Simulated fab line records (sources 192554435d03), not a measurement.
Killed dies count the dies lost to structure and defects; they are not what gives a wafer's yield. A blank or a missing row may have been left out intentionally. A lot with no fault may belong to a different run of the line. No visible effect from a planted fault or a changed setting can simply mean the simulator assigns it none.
Lot-split experiment || flow n5_finfet || route with 1938 steps; 7 lots, 21 wafers read

## SPLIT DETAILS
At N5_ZERO_LAYER_PECVD_02 (deposits SiO2 from SiH4/N2O, target thk 10 nm, time 6 s), the setting time_s was moved away from the recipe's 6 s on 7 of the 21 wafers read, by -10.4% to +12.8%. For the rest of the wafers, this setting stayed at what the recipe calls for.

The split's own step is where the reading is taken.

## THE READING
SiO2_of_ZERO_LAYER_PECVD_02.thk_nm (the simulator's own value, which no gauge read), in nm, at N5_ZERO_LAYER_PECVD_02 (deposits SiO2 from SiH4/N2O, target thk 10 nm, time 6 s). The file does not state a usual value for it. Here, 14 wafers ran the recipe; their average is 9.918 nm with a standard deviation of 0.17 nm.

{"wafer": "L074.2", "tool, chamber at the split": "pecvd-02, 1", "time_s as run, s": 5.378, "against the recipe": "-10.4%", "SiO2_of_ZERO_LAYER_PECVD_02.thk_nm, nm": 8.967, "against lot-mates on the recipe": -1.058}
{"wafer": "L074.4", "tool, chamber at the split": "pecvd-02, 1", "time_s as run, s": 6, "against the recipe": "recipe", "SiO2_of_ZERO_LAYER_PECVD_02.thk_nm, nm": 10.01, "against lot-mates on the recipe": "-"}
{"wafer": "L074.6", "tool, chamber at the split": "pecvd-02, 0", "time_s as run, s": 6, "against the recipe": "recipe", "SiO2_of_ZERO_LAYER_PECVD_02.thk_nm, nm": 10.04, "against lot-mates on the recipe": "-"}
{"wafer": "L077.1", "tool, chamber at the split": "pecvd-03, 2", "time_s as run, s": 6.77, "against the recipe": "+12.8%", "SiO2_of_ZERO_LAYER_PECVD_02.thk_nm, nm": 11.07, "against lot-mates on the recipe": "+1.060"}
{"wafer": "L077.4", "tool, chamber at the split": "pecvd-03, 0", "time_s as run, s": 6, "against the recipe": "recipe", "SiO2_of_ZERO_LAYER_PECVD_02.thk_nm, nm": 10.01, "against lot-mates on the recipe": "-"}
{"wafer": "L077.6", "tool, chamber at the split": "pecvd-03, 2", "time_s as run, s": 6.77, "against the recipe": "+12.8%", "SiO2_of_ZERO_LAYER_PECVD_02.thk_nm, nm": 11.24, "against lot-mates on the recipe": "+1.230"}
{"wafer": "L078.1", "tool, chamber at the split": "pecvd-02, 2", "time_s as run, s": 6, "against the recipe": "recipe", "SiO2_of_ZERO_LAYER_PECVD_02.thk_nm, nm": 9.776, "against lot-mates on the recipe": "-"}
{"wafer": "L078.2", "tool, chamber at the split": "pecvd-02, 0", "time_s as run, s": 5.57, "against the recipe": "-7.2%", "SiO2_of_ZERO_LAYER_PECVD_02.thk_nm, nm": 9.377, "against lot-mates on the recipe": -0.399}
{"wafer": "L078.4", "tool, chamber at the split": "pecvd-02, 0", "time_s as run, s": 5.57, "against the recipe": "-7.2%", "SiO2_of_ZERO_LAYER_PECVD_02.thk_nm, nm": 9.598, "against lot-mates on the recipe": -0.178}
{"wafer": "L082.1", "tool, chamber at the split": "pecvd-01, 0", "time_s as run, s": 6, "against the recipe": "recipe", "SiO2_of_ZERO_LAYER_PECVD_02.thk_nm, nm": 9.725, "against lot-mates on the recipe": "-"}
{"wafer": "L082.2", "tool, chamber at the split": "pecvd-01, 2", "time_s as run, s": 6.445, "against the recipe": "+7.4%", "SiO2_of_ZERO_LAYER_PECVD_02.thk_nm, nm": 10.63, "against lot-mates on the recipe": "+0.905"}
{"wafer": "L082.3", "tool, chamber at the split": "pecvd-01, 2", "time_s as run, s": 6.445, "against the recipe": "+7.4%", "SiO2_of_ZERO_LAYER_PECVD_02.thk_nm, nm": 10.66, "against lot-mates on the recipe": "+0.935"}
{"wafer": "L083.2", "tool, chamber at the split": "pecvd-01, 2", "time_s as run, s": 6, "against the recipe": "recipe", "SiO2_of_ZERO_LAYER_PECVD_02.thk_nm, nm": 9.635, "against lot-mates on the recipe": "-"}
{"wafer": "L083.5", "tool, chamber at the split": "pecvd-01, 1", "time_s as run, s": 6, "against the recipe": "recipe", "SiO2_of_ZERO_LAYER_PECVD_02.thk_nm, nm": 10.04, "against lot-mates on the recipe": "-"}
{"wafer": "L083.6", "tool, chamber at the split": "pecvd-01, 0", "time_s as run, s": 6, "against the recipe": "recipe", "SiO2_of_ZERO_LAYER_PECVD_02.thk_nm, nm": 9.975, "against lot-mates on the recipe": "-"}
{"wafer": "L087.1", "tool, chamber at the split": "pecvd-03, 1", "time_s as run, s": 6, "against the recipe": "recipe", "SiO2_of_ZERO_LAYER_PECVD_02.thk_nm, nm": 9.705, "against lot-mates on the recipe": "-"}
{"wafer": "L087.2", "tool, chamber at the split": "pecvd-03, 1", "time_s as run, s": 6, "against the recipe": "recipe", "SiO2_of_ZERO_LAYER_PECVD_02.thk_nm, nm": 9.764, "against lot-mates on the recipe": "-"}
{"wafer": "L087.4", "tool, chamber at the split": "pecvd-03, 1", "time_s as run, s": 6, "against the recipe": "recipe", "SiO2_of_ZERO_LAYER_PECVD_02.thk_nm, nm": 9.99, "against lot-mates on the recipe": "-"}
{"wafer": "L093.1", "tool, chamber at the split": "pecvd-02, 1", "time_s as run, s": 6, "against the recipe": "recipe", "SiO2_of_ZERO_LAYER_PECVD_02.thk_nm, nm": 9.868, "against lot-mates on the recipe": "-"}
{"wafer": "L093.3", "tool, chamber at the split": "pecvd-02, 2", "time_s as run, s": 6, "against the recipe": "recipe", "SiO2_of_ZERO_LAYER_PECVD_02.thk_nm, nm": 10.06, "against lot-mates on the recipe": "-"}
{"wafer": "L093.5", "tool, chamber at the split": "pecvd-02, 0", "time_s as run, s": 6, "against the recipe": "recipe", "SiO2_of_ZERO_LAYER_PECVD_02.thk_nm, nm": 10.25, "against lot-mates on the recipe": "-"}

FIT RESULTS
A straight line over all 21 wafers: SiO2_of_ZERO_LAYER_PECVD_02.thk_nm changes by +0.0893 nm for each +1% of time_s; r = +0.95; the points scatter about the line by 0.17 nm.
The same after taking each lot's own level away (the mean of its wafers on the recipe; 21 wafers): +0.0882 nm for each +1%; r = +0.95; scatter 0.18 nm.
On that fit, the largest move of time_s shifts the reading by 1.1 nm.
From 9.7250 to 10.0593 nm: that is the span of the lots' own levels, equal to 2.0 times the standard deviation above.
The two slopes agree, so the slope changes little with the lot-to-lot level.
Check: with one of the wafers moved furthest among these (+12.8%) left out of the fit, the line predicts +1.23 nm for it against its lot-mates. Against them it came out at +1.06 nm.

## THE FILE'S OWN FIT
SiO2_of_ZERO_LAYER_PECVD_02.thk_nm changes by +0.0911 nm for each +1% of time_s, r = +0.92.
